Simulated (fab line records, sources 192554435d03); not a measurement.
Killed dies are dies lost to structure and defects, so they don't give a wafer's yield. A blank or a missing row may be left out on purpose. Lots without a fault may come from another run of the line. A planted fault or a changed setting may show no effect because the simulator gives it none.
A sampling plan put to the test | flow n5_finfet | one fab line, 78 faults that these records tell of, each judged on the records of the lots that it struck; 1 more is left out, because the records don't allow judging it
The plan is the line's own looks: the steps of the route at which a gauge or an inspection reads the wafer and doesn't change it. A look can be judged if struck wafers have a number there and the file gives its usual mean and standard deviation on fault-free wafers. Caught: at a look after the fault's first step, the mean of the struck wafers lies 4 or more of those standard deviations (sigma) from the usual mean. On the tool: the same test on the tool's own readings at the fault's steps. Another recipe on the struck wafers, or a record that is blank for them alone, also counts as caught.

THE FAULTS, as the simulator had put them in
1. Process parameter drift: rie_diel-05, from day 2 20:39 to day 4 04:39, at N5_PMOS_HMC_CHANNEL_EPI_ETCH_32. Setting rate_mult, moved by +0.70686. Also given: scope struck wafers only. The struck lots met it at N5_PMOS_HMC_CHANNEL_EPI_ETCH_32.
2. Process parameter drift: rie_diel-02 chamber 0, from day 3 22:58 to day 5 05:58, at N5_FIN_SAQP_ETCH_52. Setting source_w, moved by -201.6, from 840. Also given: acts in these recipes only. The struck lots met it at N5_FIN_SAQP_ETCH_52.
3. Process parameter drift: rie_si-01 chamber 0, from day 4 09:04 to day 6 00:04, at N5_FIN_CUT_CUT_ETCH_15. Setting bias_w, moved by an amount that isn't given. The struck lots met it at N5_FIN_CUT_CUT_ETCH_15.
4. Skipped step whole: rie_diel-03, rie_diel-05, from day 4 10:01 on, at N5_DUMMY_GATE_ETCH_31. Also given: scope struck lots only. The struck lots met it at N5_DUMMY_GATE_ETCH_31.
5. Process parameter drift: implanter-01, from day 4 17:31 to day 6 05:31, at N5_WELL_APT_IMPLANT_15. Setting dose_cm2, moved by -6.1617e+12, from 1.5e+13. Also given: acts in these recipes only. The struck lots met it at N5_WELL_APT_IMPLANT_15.
6. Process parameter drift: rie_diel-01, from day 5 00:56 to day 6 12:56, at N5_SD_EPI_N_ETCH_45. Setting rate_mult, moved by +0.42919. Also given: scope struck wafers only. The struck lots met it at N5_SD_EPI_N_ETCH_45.
7. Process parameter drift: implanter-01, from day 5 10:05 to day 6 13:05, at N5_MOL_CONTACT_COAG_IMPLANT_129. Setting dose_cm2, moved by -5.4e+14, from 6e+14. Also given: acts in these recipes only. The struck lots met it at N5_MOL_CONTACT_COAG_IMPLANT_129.
8. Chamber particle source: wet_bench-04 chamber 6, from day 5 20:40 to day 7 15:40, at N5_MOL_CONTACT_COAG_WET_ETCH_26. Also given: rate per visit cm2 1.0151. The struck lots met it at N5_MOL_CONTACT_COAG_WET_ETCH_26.
9. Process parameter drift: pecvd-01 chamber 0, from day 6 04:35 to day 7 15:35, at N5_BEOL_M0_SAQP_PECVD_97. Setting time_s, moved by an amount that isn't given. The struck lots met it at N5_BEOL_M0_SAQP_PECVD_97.
10. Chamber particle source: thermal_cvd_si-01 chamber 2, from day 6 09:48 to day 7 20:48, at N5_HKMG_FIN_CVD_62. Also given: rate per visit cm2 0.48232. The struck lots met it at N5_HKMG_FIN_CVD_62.
11. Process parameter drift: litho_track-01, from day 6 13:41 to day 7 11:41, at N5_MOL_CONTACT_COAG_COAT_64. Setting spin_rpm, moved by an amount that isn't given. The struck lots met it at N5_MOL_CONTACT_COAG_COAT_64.
12. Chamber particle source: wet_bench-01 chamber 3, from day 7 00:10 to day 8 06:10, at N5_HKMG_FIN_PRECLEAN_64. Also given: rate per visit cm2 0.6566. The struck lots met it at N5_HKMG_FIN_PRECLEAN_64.
13. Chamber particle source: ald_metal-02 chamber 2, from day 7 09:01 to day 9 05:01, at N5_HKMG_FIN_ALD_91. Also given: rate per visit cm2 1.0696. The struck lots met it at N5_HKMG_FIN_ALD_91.
14. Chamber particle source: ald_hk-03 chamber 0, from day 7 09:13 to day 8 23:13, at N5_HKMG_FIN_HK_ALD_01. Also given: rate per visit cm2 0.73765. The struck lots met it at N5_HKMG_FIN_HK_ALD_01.
15. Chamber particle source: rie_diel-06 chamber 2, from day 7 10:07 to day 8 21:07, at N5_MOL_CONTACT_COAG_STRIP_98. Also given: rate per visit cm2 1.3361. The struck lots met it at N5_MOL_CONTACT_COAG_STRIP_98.
16. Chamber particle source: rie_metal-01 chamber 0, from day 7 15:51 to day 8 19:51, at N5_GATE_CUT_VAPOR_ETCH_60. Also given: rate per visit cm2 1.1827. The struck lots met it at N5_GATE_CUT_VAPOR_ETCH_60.
17. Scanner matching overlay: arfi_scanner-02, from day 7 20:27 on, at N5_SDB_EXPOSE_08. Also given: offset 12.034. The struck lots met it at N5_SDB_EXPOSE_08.
18. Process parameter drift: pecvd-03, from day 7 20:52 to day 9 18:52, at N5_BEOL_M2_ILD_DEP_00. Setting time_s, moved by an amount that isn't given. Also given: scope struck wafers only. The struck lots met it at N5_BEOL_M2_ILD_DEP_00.
19. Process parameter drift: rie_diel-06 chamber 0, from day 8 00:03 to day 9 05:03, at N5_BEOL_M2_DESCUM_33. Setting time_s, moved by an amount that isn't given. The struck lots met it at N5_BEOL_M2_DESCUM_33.
20. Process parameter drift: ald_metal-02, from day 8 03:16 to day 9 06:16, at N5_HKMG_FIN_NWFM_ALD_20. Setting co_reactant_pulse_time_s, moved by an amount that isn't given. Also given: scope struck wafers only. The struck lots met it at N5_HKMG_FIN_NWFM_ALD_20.
21. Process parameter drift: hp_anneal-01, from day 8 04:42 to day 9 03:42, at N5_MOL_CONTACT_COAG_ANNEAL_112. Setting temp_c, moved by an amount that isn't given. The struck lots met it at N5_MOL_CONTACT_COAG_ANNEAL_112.
22. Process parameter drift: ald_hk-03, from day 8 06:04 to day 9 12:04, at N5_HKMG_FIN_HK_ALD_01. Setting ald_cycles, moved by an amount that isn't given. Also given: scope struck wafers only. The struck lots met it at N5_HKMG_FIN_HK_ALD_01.
23. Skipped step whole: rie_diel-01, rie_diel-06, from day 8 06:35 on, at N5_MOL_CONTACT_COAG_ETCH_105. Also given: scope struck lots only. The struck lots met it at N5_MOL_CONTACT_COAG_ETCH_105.
24. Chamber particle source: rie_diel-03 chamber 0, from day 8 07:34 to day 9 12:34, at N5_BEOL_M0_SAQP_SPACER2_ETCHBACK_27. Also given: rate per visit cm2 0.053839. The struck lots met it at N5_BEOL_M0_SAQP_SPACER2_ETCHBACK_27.
25. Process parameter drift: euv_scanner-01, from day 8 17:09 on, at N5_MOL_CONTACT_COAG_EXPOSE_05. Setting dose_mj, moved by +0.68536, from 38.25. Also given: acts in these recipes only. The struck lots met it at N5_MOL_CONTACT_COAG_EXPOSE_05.
26. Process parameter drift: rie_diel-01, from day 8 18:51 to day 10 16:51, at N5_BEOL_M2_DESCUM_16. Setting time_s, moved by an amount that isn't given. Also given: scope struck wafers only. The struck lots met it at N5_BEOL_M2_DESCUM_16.
27. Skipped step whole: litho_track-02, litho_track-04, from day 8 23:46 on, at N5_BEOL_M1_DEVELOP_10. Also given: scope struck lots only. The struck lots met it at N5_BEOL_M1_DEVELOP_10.
28. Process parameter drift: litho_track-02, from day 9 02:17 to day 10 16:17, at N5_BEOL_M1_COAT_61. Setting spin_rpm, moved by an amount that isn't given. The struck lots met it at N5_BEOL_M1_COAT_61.
29. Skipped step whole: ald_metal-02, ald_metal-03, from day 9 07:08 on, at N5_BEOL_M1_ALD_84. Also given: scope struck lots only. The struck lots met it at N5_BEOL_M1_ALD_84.
30. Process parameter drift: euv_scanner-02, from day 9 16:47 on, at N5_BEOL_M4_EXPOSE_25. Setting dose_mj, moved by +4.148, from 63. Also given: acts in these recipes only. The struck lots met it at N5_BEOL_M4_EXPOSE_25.
31. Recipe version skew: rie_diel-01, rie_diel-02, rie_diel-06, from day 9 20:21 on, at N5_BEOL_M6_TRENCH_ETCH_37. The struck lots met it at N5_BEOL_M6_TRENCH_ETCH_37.
32. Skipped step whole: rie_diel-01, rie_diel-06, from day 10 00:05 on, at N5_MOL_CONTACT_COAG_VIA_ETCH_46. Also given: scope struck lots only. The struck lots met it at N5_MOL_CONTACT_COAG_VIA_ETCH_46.
33. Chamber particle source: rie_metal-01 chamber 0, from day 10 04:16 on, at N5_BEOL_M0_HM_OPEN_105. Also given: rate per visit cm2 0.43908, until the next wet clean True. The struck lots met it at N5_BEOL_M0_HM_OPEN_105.
34. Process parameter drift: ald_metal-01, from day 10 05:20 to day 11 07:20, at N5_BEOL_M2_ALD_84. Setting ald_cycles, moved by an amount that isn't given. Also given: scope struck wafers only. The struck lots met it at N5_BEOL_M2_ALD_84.
35. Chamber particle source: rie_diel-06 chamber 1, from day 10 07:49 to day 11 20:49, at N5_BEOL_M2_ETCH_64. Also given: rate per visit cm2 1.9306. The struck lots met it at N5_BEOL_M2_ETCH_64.
36. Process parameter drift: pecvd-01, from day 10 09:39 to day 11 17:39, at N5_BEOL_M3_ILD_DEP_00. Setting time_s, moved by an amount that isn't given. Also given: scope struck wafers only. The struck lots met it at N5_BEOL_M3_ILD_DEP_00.
37. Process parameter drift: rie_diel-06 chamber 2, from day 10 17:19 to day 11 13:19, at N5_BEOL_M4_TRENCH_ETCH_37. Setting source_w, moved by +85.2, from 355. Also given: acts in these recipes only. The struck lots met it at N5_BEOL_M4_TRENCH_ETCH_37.
38. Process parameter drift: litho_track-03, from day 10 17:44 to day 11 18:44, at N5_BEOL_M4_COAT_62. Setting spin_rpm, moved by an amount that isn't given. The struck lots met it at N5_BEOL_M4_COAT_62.
39. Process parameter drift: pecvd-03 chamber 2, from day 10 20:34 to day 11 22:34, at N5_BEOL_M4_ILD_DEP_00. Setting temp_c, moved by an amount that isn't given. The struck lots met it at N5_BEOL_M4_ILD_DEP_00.
40. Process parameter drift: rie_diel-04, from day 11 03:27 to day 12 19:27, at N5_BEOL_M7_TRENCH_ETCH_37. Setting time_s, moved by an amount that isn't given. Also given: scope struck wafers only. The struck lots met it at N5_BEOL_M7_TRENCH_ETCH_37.
41. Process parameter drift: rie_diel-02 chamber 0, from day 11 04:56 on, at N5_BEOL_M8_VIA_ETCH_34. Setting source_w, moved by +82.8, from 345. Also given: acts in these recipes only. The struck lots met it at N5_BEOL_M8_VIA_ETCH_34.
42. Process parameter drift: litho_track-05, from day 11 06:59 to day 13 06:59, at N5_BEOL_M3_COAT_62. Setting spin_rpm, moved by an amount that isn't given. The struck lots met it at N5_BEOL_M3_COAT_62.
43. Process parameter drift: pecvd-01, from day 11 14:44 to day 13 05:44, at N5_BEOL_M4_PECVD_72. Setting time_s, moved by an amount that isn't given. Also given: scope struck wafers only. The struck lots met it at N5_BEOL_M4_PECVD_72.
44. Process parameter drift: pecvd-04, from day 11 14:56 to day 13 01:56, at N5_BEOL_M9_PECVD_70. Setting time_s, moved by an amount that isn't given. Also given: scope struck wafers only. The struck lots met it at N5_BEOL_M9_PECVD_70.
45. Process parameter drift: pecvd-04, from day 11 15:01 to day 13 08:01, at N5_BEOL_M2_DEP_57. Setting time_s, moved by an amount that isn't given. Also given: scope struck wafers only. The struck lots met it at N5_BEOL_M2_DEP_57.
46. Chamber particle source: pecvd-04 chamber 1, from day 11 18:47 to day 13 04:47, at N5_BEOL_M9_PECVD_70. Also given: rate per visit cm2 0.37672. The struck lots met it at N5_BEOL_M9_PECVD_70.
47. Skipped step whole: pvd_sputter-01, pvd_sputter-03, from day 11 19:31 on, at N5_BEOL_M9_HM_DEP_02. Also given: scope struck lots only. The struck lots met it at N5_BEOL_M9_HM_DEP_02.
48. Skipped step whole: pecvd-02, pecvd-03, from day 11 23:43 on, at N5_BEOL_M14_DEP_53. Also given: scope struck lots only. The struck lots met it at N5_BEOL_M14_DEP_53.
49. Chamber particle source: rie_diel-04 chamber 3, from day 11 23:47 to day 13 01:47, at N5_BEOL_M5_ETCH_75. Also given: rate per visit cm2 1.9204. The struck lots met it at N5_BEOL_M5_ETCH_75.
50. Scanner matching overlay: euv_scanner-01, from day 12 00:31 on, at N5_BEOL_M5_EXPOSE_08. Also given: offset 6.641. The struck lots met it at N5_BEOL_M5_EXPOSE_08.
51. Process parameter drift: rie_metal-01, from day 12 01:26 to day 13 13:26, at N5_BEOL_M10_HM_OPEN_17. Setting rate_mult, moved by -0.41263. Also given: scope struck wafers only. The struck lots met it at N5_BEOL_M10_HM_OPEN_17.
52. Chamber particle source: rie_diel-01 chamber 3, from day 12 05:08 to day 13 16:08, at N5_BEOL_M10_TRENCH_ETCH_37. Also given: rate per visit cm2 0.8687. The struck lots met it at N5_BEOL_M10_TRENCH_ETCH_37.
53. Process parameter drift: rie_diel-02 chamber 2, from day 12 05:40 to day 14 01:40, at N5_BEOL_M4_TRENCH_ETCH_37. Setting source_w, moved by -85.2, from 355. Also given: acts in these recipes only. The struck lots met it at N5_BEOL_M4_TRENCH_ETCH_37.
54. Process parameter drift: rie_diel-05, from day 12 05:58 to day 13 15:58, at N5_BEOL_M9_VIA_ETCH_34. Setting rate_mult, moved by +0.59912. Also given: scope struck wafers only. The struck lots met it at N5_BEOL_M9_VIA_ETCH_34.
55. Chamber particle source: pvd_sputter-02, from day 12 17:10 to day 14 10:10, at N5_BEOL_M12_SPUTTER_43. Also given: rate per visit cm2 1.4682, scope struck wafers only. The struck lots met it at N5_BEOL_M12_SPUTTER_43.
56. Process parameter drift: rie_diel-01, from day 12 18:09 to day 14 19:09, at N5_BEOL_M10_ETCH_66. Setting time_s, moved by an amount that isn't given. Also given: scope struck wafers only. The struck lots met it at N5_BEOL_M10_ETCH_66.
57. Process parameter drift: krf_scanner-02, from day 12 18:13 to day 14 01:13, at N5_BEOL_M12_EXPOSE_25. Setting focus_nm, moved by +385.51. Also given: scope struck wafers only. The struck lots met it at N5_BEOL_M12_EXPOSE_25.
58. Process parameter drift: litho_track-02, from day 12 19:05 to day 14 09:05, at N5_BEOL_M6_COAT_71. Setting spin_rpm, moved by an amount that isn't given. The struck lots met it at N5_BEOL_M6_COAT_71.
59. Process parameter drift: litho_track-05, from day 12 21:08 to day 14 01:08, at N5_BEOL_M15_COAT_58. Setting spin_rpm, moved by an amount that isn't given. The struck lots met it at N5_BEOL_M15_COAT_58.
60. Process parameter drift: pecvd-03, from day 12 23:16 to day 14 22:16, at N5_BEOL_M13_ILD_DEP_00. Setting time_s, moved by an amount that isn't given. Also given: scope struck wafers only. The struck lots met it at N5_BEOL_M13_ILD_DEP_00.
61. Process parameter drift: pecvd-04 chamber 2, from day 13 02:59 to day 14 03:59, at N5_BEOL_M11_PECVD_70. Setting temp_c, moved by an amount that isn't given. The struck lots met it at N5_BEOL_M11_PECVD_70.
62. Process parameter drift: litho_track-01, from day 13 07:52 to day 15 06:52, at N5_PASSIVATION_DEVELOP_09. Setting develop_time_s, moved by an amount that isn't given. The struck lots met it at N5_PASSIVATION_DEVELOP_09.
63. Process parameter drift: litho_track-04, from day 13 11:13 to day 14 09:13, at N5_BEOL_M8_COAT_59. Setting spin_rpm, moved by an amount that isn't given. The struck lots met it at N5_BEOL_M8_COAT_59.
64. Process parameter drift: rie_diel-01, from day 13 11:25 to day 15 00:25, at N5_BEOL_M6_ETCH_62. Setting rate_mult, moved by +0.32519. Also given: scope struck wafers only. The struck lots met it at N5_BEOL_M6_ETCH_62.
65. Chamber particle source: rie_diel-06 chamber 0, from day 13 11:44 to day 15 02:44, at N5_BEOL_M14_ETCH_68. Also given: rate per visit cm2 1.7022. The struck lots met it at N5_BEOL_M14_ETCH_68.
66. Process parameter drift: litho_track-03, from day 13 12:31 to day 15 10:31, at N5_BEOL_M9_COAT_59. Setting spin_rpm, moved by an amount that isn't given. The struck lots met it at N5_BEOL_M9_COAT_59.
67. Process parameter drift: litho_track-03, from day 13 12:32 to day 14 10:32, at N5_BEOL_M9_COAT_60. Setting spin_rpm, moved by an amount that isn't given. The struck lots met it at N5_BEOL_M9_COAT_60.
68. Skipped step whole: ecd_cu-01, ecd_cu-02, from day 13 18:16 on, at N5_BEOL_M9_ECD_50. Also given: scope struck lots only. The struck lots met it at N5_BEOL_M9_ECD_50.
69. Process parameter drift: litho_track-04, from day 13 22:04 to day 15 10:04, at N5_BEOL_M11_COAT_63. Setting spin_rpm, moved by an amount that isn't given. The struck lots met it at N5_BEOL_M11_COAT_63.
70. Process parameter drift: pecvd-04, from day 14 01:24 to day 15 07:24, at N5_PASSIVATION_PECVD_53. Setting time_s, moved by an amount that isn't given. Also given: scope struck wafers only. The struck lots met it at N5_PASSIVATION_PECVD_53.
71. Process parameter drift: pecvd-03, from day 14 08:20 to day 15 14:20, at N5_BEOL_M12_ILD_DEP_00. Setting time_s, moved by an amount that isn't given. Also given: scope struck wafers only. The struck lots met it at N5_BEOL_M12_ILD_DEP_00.
72. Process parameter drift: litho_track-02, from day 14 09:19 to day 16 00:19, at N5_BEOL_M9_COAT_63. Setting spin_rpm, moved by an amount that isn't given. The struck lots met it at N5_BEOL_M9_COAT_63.
73. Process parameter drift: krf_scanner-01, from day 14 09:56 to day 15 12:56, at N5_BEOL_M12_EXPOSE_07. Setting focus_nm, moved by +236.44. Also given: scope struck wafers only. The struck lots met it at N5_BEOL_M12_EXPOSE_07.
74. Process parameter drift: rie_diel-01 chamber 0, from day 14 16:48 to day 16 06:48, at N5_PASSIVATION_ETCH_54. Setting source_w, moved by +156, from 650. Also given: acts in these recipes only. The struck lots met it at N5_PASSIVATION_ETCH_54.
75. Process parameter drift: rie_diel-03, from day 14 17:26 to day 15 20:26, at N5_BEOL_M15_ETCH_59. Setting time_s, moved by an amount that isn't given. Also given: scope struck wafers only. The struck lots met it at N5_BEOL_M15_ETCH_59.
76. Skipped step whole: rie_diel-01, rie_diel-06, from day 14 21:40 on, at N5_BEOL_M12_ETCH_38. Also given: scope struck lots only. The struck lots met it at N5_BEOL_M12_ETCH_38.
77. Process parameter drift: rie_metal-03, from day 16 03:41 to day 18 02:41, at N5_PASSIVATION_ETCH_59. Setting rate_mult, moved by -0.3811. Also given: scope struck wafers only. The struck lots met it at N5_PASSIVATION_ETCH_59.
78. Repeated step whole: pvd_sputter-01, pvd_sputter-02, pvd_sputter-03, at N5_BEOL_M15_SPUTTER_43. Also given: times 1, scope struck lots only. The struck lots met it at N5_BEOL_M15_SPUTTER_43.

WHAT THE PLAN SAW
fault | on the tool itself                               | first look that catches it                      | reading, sigma                                        | median hours from its first step to that look | hours from the fault's start to the first struck lot there | judged looks passed uncaught
1     | under 2 sigma                                    | not the one look that can be judged after it    | -                                                     | -                                             | -                                                          | 1
2     | rf_fwd_power_W -77 sigma                         | not the one look that can be judged after it    | strongest: DIBL_P at N5_BEOL_M4_RC_MEAS_101, -2.0     | -                                             | -                                                          | 1
3     | under 2 sigma                                    | not the one look that can be judged after it    | -                                                     | -                                             | -                                                          | 1
4     | the tool's record is blank for the struck wafers | no look after it can be judged                  | -                                                     | -                                             | -                                                          | 0
5     | dose_ions_cm2 -99 or beyond sigma                | N5_BEOL_M4_RC_MEAS_101                          | CJ_P -11                                              | 160.1                                         | 168                                                        | 0
6     | only faintly: oes_product_au +3.4 sigma          | not the one look that can be judged after it    | -                                                     | -                                             | -                                                          | 1
7     | dose_ions_cm2 -99 or beyond sigma                | N5_BEOL_M4_RC_MEAS_101                          | RC_N +48                                              | 83.1                                          | 88                                                         | 0
8     | no reading that can be judged                    | no look after it can be judged                  | -                                                     | -                                             | -                                                          | 0
9     | under 2 sigma                                    | not the one look that can be judged after it    | -                                                     | -                                             | -                                                          | 1
10    | under 2 sigma                                    | N5_HKMG_FIN_INSPECT_14                          | raw_defect_count +99 or beyond                        | 1.6                                           | 7                                                          | 0
11    | spin_speed_rpm +73 sigma                         | not the one look that can be judged after it    | -                                                     | -                                             | -                                                          | 1
12    | no reading that can be judged                    | not the one look that can be judged after it    | -                                                     | -                                             | -                                                          | 1
13    | under 2 sigma                                    | no look after it can be judged                  | -                                                     | -                                             | -                                                          | 0
14    | under 2 sigma                                    | none of the 2 looks that can be judged after it | strongest: IOFF_P at N5_BEOL_M4_RC_MEAS_101, +2.8     | -                                             | -                                                          | 2
15    | under 2 sigma                                    | no look after it can be judged                  | -                                                     | -                                             | -                                                          | 0
16    | under 2 sigma                                    | no look after it can be judged                  | -                                                     | -                                             | -                                                          | 0
17    | under 2 sigma                                    | N5_SDB_OVL_MEAS_12                              | SDB_OVL +15                                           | 0.1                                           | 4                                                          | 0
18    | under 2 sigma                                    | N5_BEOL_M2_THK_MEAS_01                          | M2_ILD_THK +46                                        | 0.1                                           | 34                                                         | 0
19    | under 2 sigma                                    | not the one look that can be judged after it    | -                                                     | -                                             | -                                                          | 1
20    | under 2 sigma                                    | N5_BEOL_M4_RC_MEAS_101                          | VT_N_LONG +8.7                                        | 90.8                                          | 92                                                         | 0
21    | wafer_temp_C_max -92 sigma                       | N5_BEOL_M4_RC_MEAS_101                          | VT_P_LVT -6.6                                         | 74.0                                          | 69                                                         | 0
22    | under 2 sigma                                    | N5_HKMG_FIN_THK_MEAS_70                         | HK_THK +29                                            | 3.5                                           | 14                                                         | 0
23    | the tool's record is blank for the struck wafers | no look after it can be judged                  | -                                                     | -                                             | -                                                          | 0
24    | under 2 sigma                                    | N5_BEOL_M0_CUTY_INSPECT_59                      | raw_defect_count +27                                  | 2.1                                           | 5                                                          | 0
25    | exposure_dose_mJ_cm2 +15 sigma                   | not the one look that can be judged after it    | -                                                     | -                                             | -                                                          | 1
26    | under 2 sigma                                    | not the one look that can be judged after it    | strongest: SS_N at N5_BEOL_M4_RC_MEAS_101, +2.7       | -                                             | -                                                          | 1
27    | no reading that can be judged                    | no look after it can be judged                  | -                                                     | -                                             | -                                                          | 0
28    | spin_speed_rpm -99 or beyond sigma               | not the one look that can be judged after it    | -                                                     | -                                             | -                                                          | 1
29    | the tool's record is blank for the struck wafers | no look after it can be judged                  | -                                                     | -                                             | -                                                          | 0
30    | exposure_dose_mJ_cm2 +71 sigma                   | N5_BEOL_M4_CD_MEAS_28                           | cd_nm +4.7                                            | 0.1                                           | 5                                                          | 0
31    | run_length_s -16 sigma                           | N5_BEOL_M6_OCD_MEAS_38                          | trench_depth_nm -23                                   | 0.2                                           | 1                                                          | 0
32    | the tool's record is blank for the struck wafers | no look after it can be judged                  | -                                                     | -                                             | -                                                          | 0
33    | under 2 sigma                                    | no look after it can be judged                  | -                                                     | -                                             | -                                                          | 0
34    | under 2 sigma                                    | not the one look that can be judged after it    | strongest: CHAIN_V1 at N5_BEOL_M4_RC_MEAS_101, +3.7   | -                                             | -                                                          | 1
35    | under 2 sigma                                    | N5_BEOL_M2_INSPECT_30                           | raw_defect_count +14                                  | 0.9                                           | 16                                                         | 2
36    | under 2 sigma                                    | N5_BEOL_M3_THK_MEAS_01                          | M3_ILD_THK +54                                        | 0.1                                           | 8                                                          | 0
37    | rf_fwd_power_W +50 sigma                         | N5_BEOL_M4_OCD_MEAS_38                          | trench_depth_nm +6.1                                  | 0.2                                           | 5                                                          | 0
38    | spin_speed_rpm +99 or beyond sigma               | not the one look that can be judged after it    | -                                                     | -                                             | -                                                          | 1
39    | susceptor_temp_C -69 sigma                       | none of the 2 looks that can be judged after it | strongest: M4_ILD_THK at N5_BEOL_M4_THK_MEAS_01, +3.3 | -                                             | -                                                          | 2
40    | only faintly: run_length_s -3.9 sigma            | N5_BEOL_M7_OCD_MEAS_38                          | trench_depth_nm -4.0                                  | 0.2                                           | 15                                                         | 0
41    | rf_fwd_power_W +59 sigma                         | no look after it can be judged                  | -                                                     | -                                             | -                                                          | 0
42    | spin_speed_rpm -39 sigma                         | not the one look that can be judged after it    | -                                                     | -                                             | -                                                          | 1
43    | under 2 sigma                                    | not the one look that can be judged after it    | -                                                     | -                                             | -                                                          | 1
44    | under 2 sigma                                    | no look after it can be judged                  | -                                                     | -                                             | -                                                          | 0
45    | under 2 sigma                                    | N5_BEOL_M3_RS_MEAS_58                           | M3_RS +4.6                                            | 7.7                                           | 29                                                         | 1
46    | under 2 sigma                                    | not the one look that can be judged after it    | -                                                     | -                                             | -                                                          | 1
47    | the tool's record is blank for the struck wafers | no look after it can be judged                  | -                                                     | -                                             | -                                                          | 0
48    | the tool's record is blank for the struck wafers | no look after it can be judged                  | -                                                     | -                                             | -                                                          | 0
49    | under 2 sigma                                    | not the one look that can be judged after it    | -                                                     | -                                             | -                                                          | 1
50    | under 2 sigma                                    | N5_BEOL_M5_OVL_MEAS_12                          | M5_OVL +10                                            | 0.2                                           | 2                                                          | 0
51    | under 2 sigma                                    | N5_BEOL_M10_OCD_MEAS_38                         | trench_depth_nm -65                                   | 1.8                                           | 7                                                          | 2
52    | under 2 sigma                                    | no look after it can be judged                  | -                                                     | -                                             | -                                                          | 0
53    | rf_fwd_power_W -49 sigma                         | N5_BEOL_M4_OCD_MEAS_38                          | trench_depth_nm -7.8                                  | 0.2                                           | 4                                                          | 0
54    | oes_product_au +7.8 sigma                        | no look after it can be judged                  | -                                                     | -                                             | -                                                          | 0
55    | under 2 sigma                                    | no look after it can be judged                  | -                                                     | -                                             | -                                                          | 0
56    | run_length_s -26 sigma                           | no look after it can be judged                  | -                                                     | -                                             | -                                                          | 0
57    | no reading that can be judged                    | N5_BEOL_M12_CD_MEAS_28                          | cd_nm +32                                             | 0.2                                           | 22                                                         | 0
58    | spin_speed_rpm +99 or beyond sigma               | not the one look that can be judged after it    | -                                                     | -                                             | -                                                          | 1
59    | spin_speed_rpm +99 or beyond sigma               | none of the 3 looks that can be judged after it | -                                                     | -                                             | -                                                          | 3
60    | run_length_s -58 sigma                           | N5_BEOL_M13_THK_MEAS_01                         | M13_ILD_THK -15                                       | 0.2                                           | 12                                                         | 0
61    | susceptor_temp_C +96 sigma                       | no look after it can be judged                  | -                                                     | -                                             | -                                                          | 0
62    | no reading that can be judged                    | not the one look that can be judged after it    | strongest: cd_nm at N5_PASSIVATION_CD_MEAS_10, -2.9   | -                                             | -                                                          | 1
63    | spin_speed_rpm +99 or beyond sigma               | no look after it can be judged                  | -                                                     | -                                             | -                                                          | 0
64    | under 2 sigma                                    | no look after it can be judged                  | -                                                     | -                                             | -                                                          | 0
65    | under 2 sigma                                    | no look after it can be judged                  | -                                                     | -                                             | -                                                          | 0
66    | spin_speed_rpm -37 sigma                         | no look after it can be judged                  | -                                                     | -                                             | -                                                          | 0
67    | spin_speed_rpm -73 sigma                         | no look after it can be judged                  | -                                                     | -                                             | -                                                          | 0
68    | no reading that can be judged                    | no look after it can be judged                  | -                                                     | -                                             | -                                                          | 0
69    | spin_speed_rpm -99 or beyond sigma               | no look after it can be judged                  | -                                                     | -                                             | -                                                          | 0
70    | run_length_s +99 or beyond sigma                 | no look after it can be judged                  | -                                                     | -                                             | -                                                          | 0
71    | run_length_s -85 sigma                           | N5_BEOL_M12_THK_MEAS_01                         | M12_ILD_THK -29                                       | 0.1                                           | 1                                                          | 0
72    | spin_speed_rpm -99 or beyond sigma               | no look after it can be judged                  | -                                                     | -                                             | -                                                          | 0
73    | under 2 sigma                                    | N5_BEOL_M12_CD_MEAS_10                          | cd_nm -15                                             | 0.2                                           | 2                                                          | 0
74    | rf_fwd_power_W +87 sigma                         | no look after it can be judged                  | -                                                     | -                                             | -                                                          | 0
75    | run_length_s -37 sigma                           | not the one look that can be judged after it    | strongest: cd_nm at N5_BEOL_M15_CD_MEAS_17, -3.2      | -                                             | -                                                          | 1
76    | the tool's record is blank for the struck wafers | no look after it can be judged                  | -                                                     | -                                             | -                                                          | 0
77    | throttle_valve_pct +4.2 sigma                    | no look after it can be judged                  | -                                                     | -                                             | -                                                          | 0
78    | under 2 sigma                                    | no look after it can be judged                  | -                                                     | -                                             | -                                                          | 0
A dash: the fault isn't caught, or these records don't give the number.

Caught at a look: 23 of 78. Caught on the tool: 38 of 78. By one or the other: 52 of 78.
Caught on the tool alone: faults 2, 4, 11, 23, 25, 28, 29, 32, 38, 39, 41, 42, 47, 48, 54, 56, 58, 59, 61, 63, 66, 67, 69, 70, 72, 74, 75, 76, 77.
Caught at a look alone: faults 10, 17, 18, 20, 22, 24, 35, 36, 40, 45, 50, 51, 57, 73.
Caught by neither: faults 1, 3, 6, 8, 9, 12, 13, 14, 15, 16, 19, 26, 27, 33, 34, 43, 44, 46, 49, 52, 55, 62, 64, 65, 68, 78.

THINNER SAMPLING
If the look that catches a fault measured only every second or every third lot, by lot number, the first struck lot would be measured this late in the worst case:
fault | struck lots at that look, in order of time | every lot | every second lot | every third lot
5     | L234, L239                                 | 168 h     | 189 h            | may miss all 2
7     | L844, L845, L847                           | 88 h      | 89 h             | may miss all 3
10    | L810                                       | 7 h       | may miss it      | may miss it
17    | L511, L514                                 | 4 h       | 21 h             | may miss all 2
18    | L981                                       | 34 h      | may miss it      | may miss it
20    | L381, L382, L384                           | 92 h      | 99 h             | may miss all 3
21    | L615, L616, L617, L618                     | 69 h      | 71 h             | 85 h
22    | L247, L249, L250                           | 14 h      | 31 h             | may miss all 3
24    | L739, L740                                 | 5 h       | 10 h             | may miss all 2
30    | L136, L137                                 | 5 h       | 11 h             | may miss all 2
31    | L835, L836, L837                           | 1 h       | 14 h             | 17 h
35    | L427                                       | 16 h      | may miss it      | may miss it
36    | L539, L541                                 | 8 h       | may miss all 2   | may miss all 2
37    | L294                                       | 5 h       | may miss it      | may miss it
40    | L197                                       | 15 h      | may miss it      | may miss it
45    | L944, L946                                 | 29 h      | may miss all 2   | may miss all 2
50    | L312, L311                                 | 2 h       | 2 h              | may miss all 2
51    | L277, L280                                 | 7 h       | 27 h             | may miss all 2
53    | L663, L664                                 | 4 h       | 16 h             | may miss all 2
57    | L627, L626                                 | 22 h      | 24 h             | may miss all 2
60    | L254, L257, L256                           | 12 h      | 21 h             | may miss all 3
71    | L592, L595, L598                           | 1 h       | 7 h              | may miss all 3
73    | L215, L216                                 | 2 h       | 5 h              | may miss all 2
Hours are from the fault's start to the first struck lot that is measured. The limit of 4 sigma was tested on all struck wafers together, so one lot alone may lie under it. Other struck lots may not be in these records.

THE LONGEST TIMED WAY FROM STEP TO LOOK
Fault 5: a median of 160.1 hours passes between N5_WELL_APT_IMPLANT_15 and N5_BEOL_M4_RC_MEAS_101. No look between them can be judged.
